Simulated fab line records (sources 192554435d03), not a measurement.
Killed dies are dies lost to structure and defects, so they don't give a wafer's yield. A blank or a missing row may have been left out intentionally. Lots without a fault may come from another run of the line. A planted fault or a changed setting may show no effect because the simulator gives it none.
Lot-split experiment || flow n5_finfet || on a route of 1938 steps: 7 lots, 39 wafers read

## THE SPLIT
At N5_FIN_SAQP_ETCH_65 (etches SiO2 in CF4, target depth 4 nm, time 4.4 s), the setting time_s was moved away from the recipe's 4.4 s on 12 of the 39 wafers read, by -56.8% to +42.5%. The other wafers ran this setting at the recipe's value.

The reading comes from the split's own step.

## THE READING
etch.depth_nm (the simulator's own value, which no gauge read), in nm, at N5_FIN_SAQP_ETCH_65 (etches SiO2 in CF4, target depth 4 nm, time 4.4 s). There is no usual value for it anywhere in the file. Here, 27 wafers ran the recipe; their average is 4.001 nm with a standard deviation of 0.11 nm.

{"wafer": "L074.1", "tool, chamber at the split": "rie_si-04, 1", "time_s as run, s": 4.4, "against the recipe": "recipe", "etch.depth_nm, nm": 3.983, "against lot-mates on the recipe": "-"}
{"wafer": "L074.2", "tool, chamber at the split": "rie_si-04, 3", "time_s as run, s": 4.4, "against the recipe": "recipe", "etch.depth_nm, nm": 3.948, "against lot-mates on the recipe": "-"}
{"wafer": "L074.3", "tool, chamber at the split": "rie_si-04, 0", "time_s as run, s": 4.4, "against the recipe": "recipe", "etch.depth_nm, nm": 4.139, "against lot-mates on the recipe": "-"}
{"wafer": "L074.4", "tool, chamber at the split": "rie_si-04, 2", "time_s as run, s": 6.268, "against the recipe": "+42.5%", "etch.depth_nm, nm": 5.924, "against lot-mates on the recipe": "+1.901"}
{"wafer": "L074.5", "tool, chamber at the split": "rie_si-04, 2", "time_s as run, s": 6.268, "against the recipe": "+42.5%", "etch.depth_nm, nm": 5.982, "against lot-mates on the recipe": "+1.959"}
{"wafer": "L074.6", "tool, chamber at the split": "rie_si-04, 1", "time_s as run, s": 6.268, "against the recipe": "+42.5%", "etch.depth_nm, nm": 5.673, "against lot-mates on the recipe": "+1.650"}
{"wafer": "L082.1", "tool, chamber at the split": "rie_si-04, 0", "time_s as run, s": 4.4, "against the recipe": "recipe", "etch.depth_nm, nm": 4.205, "against lot-mates on the recipe": "-"}
{"wafer": "L082.2", "tool, chamber at the split": "rie_si-04, 2", "time_s as run, s": 3.475, "against the recipe": "-21.0%", "etch.depth_nm, nm": 3.375, "against lot-mates on the recipe": -0.738}
{"wafer": "L082.3", "tool, chamber at the split": "rie_si-04, 3", "time_s as run, s": 3.475, "against the recipe": "-21.0%", "etch.depth_nm, nm": 3.21, "against lot-mates on the recipe": -0.903}
{"wafer": "L082.4", "tool, chamber at the split": "rie_si-04, 1", "time_s as run, s": 4.4, "against the recipe": "recipe", "etch.depth_nm, nm": 4.048, "against lot-mates on the recipe": "-"}
{"wafer": "L082.5", "tool, chamber at the split": "rie_si-04, 3", "time_s as run, s": 4.4, "against the recipe": "recipe", "etch.depth_nm, nm": 4.086, "against lot-mates on the recipe": "-"}
{"wafer": "L082.6", "tool, chamber at the split": "rie_si-04, 2", "time_s as run, s": 3.475, "against the recipe": "-21.0%", "etch.depth_nm, nm": 3.391, "against lot-mates on the recipe": -0.722}
{"wafer": "L086.1", "tool, chamber at the split": "rie_si-01, 2", "time_s as run, s": 4.4, "against the recipe": "recipe", "etch.depth_nm, nm": 3.998, "against lot-mates on the recipe": "-"}
{"wafer": "L086.2", "tool, chamber at the split": "rie_si-01, 3", "time_s as run, s": 1.899, "against the recipe": "-56.8%", "etch.depth_nm, nm": 1.661, "against lot-mates on the recipe": -2.291}
{"wafer": "L086.3", "tool, chamber at the split": "rie_si-01, 0", "time_s as run, s": 4.4, "against the recipe": "recipe", "etch.depth_nm, nm": 3.867, "against lot-mates on the recipe": "-"}
{"wafer": "L086.4", "tool, chamber at the split": "rie_si-01, 1", "time_s as run, s": 1.899, "against the recipe": "-56.8%", "etch.depth_nm, nm": 1.654, "against lot-mates on the recipe": -2.298}
{"wafer": "L086.5", "tool, chamber at the split": "rie_si-01, 3", "time_s as run, s": 1.899, "against the recipe": "-56.8%", "etch.depth_nm, nm": 1.663, "against lot-mates on the recipe": -2.289}
{"wafer": "L086.6", "tool, chamber at the split": "rie_si-01, 2", "time_s as run, s": 4.4, "against the recipe": "recipe", "etch.depth_nm, nm": 3.99, "against lot-mates on the recipe": "-"}
{"wafer": "L089.1", "tool, chamber at the split": "rie_si-03, 3", "time_s as run, s": 4.4, "against the recipe": "recipe", "etch.depth_nm, nm": 3.901, "against lot-mates on the recipe": "-"}
{"wafer": "L089.2", "tool, chamber at the split": "rie_si-03, 0", "time_s as run, s": 4.4, "against the recipe": "recipe", "etch.depth_nm, nm": 4.048, "against lot-mates on the recipe": "-"}
{"wafer": "L089.3", "tool, chamber at the split": "rie_si-03, 1", "time_s as run, s": 5.585, "against the recipe": "+26.9%", "etch.depth_nm, nm": 4.871, "against lot-mates on the recipe": "+0.878"}
{"wafer": "L089.4", "tool, chamber at the split": "rie_si-03, 2", "time_s as run, s": 5.585, "against the recipe": "+26.9%", "etch.depth_nm, nm": 5.07, "against lot-mates on the recipe": "+1.077"}
{"wafer": "L089.5", "tool, chamber at the split": "rie_si-03, 2", "time_s as run, s": 4.4, "against the recipe": "recipe", "etch.depth_nm, nm": 4.03, "against lot-mates on the recipe": "-"}
{"wafer": "L089.6", "tool, chamber at the split": "rie_si-03, 1", "time_s as run, s": 5.585, "against the recipe": "+26.9%", "etch.depth_nm, nm": 4.855, "against lot-mates on the recipe": "+0.862"}
{"wafer": "L093.1", "tool, chamber at the split": "rie_si-04, 2", "time_s as run, s": 4.4, "against the recipe": "recipe", "etch.depth_nm, nm": 4.172, "against lot-mates on the recipe": "-"}
{"wafer": "L093.5", "tool, chamber at the split": "rie_si-04, 2", "time_s as run, s": 4.4, "against the recipe": "recipe", "etch.depth_nm, nm": 4.144, "against lot-mates on the recipe": "-"}
{"wafer": "L093.6", "tool, chamber at the split": "rie_si-04, 1", "time_s as run, s": 4.4, "against the recipe": "recipe", "etch.depth_nm, nm": 3.956, "against lot-mates on the recipe": "-"}
{"wafer": "L094.1", "tool, chamber at the split": "rie_si-03, 1", "time_s as run, s": 4.4, "against the recipe": "recipe", "etch.depth_nm, nm": 3.808, "against lot-mates on the recipe": "-"}
{"wafer": "L094.2", "tool, chamber at the split": "rie_si-03, 0", "time_s as run, s": 4.4, "against the recipe": "recipe", "etch.depth_nm, nm": 4.016, "against lot-mates on the recipe": "-"}
{"wafer": "L094.3", "tool, chamber at the split": "rie_si-03, 2", "time_s as run, s": 4.4, "against the recipe": "recipe", "etch.depth_nm, nm": 3.991, "against lot-mates on the recipe": "-"}
{"wafer": "L094.4", "tool, chamber at the split": "rie_si-03, 1", "time_s as run, s": 4.4, "against the recipe": "recipe", "etch.depth_nm, nm": 3.791, "against lot-mates on the recipe": "-"}
{"wafer": "L094.5", "tool, chamber at the split": "rie_si-03, 0", "time_s as run, s": 4.4, "against the recipe": "recipe", "etch.depth_nm, nm": 4.071, "against lot-mates on the recipe": "-"}
{"wafer": "L094.6", "tool, chamber at the split": "rie_si-03, 2", "time_s as run, s": 4.4, "against the recipe": "recipe", "etch.depth_nm, nm": 4.005, "against lot-mates on the recipe": "-"}
{"wafer": "L095.1", "tool, chamber at the split": "rie_si-03, 0", "time_s as run, s": 4.4, "against the recipe": "recipe", "etch.depth_nm, nm": 4.091, "against lot-mates on the recipe": "-"}
{"wafer": "L095.2", "tool, chamber at the split": "rie_si-03, 2", "time_s as run, s": 4.4, "against the recipe": "recipe", "etch.depth_nm, nm": 4.051, "against lot-mates on the recipe": "-"}
{"wafer": "L095.3", "tool, chamber at the split": "rie_si-03, 1", "time_s as run, s": 4.4, "against the recipe": "recipe", "etch.depth_nm, nm": 3.818, "against lot-mates on the recipe": "-"}
{"wafer": "L095.4", "tool, chamber at the split": "rie_si-03, 3", "time_s as run, s": 4.4, "against the recipe": "recipe", "etch.depth_nm, nm": 3.936, "against lot-mates on the recipe": "-"}
{"wafer": "L095.5", "tool, chamber at the split": "rie_si-03, 1", "time_s as run, s": 4.4, "against the recipe": "recipe", "etch.depth_nm, nm": 3.838, "against lot-mates on the recipe": "-"}
{"wafer": "L095.6", "tool, chamber at the split": "rie_si-03, 0", "time_s as run, s": 4.4, "against the recipe": "recipe", "etch.depth_nm, nm": 4.084, "against lot-mates on the recipe": "-"}

FIT RESULTS
A straight line over all 39 wafers: etch.depth_nm changes by +0.0405 nm for each +1% of time_s; r = +0.99; the points scatter about the line by 0.13 nm.
The same after taking each lot's own level away (the mean of its wafers on the recipe; 39 wafers): +0.0403 nm for each +1%; r = +0.99; scatter 0.11 nm.
On that fit, the largest move of time_s shifts the reading by 2.3 nm.
Across the lots, their own levels run from 3.9470 to 4.1130 nm, a range of 1.5 times the standard deviation given above.
The two slopes are in agreement: the lot-to-lot level therefore moves the slope only a little.
Check: -2.29 nm against its lot-mates is what the line predicts for one of the wafers moved furthest among these (-56.8%) when that wafer is left out of the fit. Against them it came out at -2.29 nm.

## FILE'S OWN FIT
etch.depth_nm changes by +0.0403 nm for each +1% of time_s, r = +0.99.
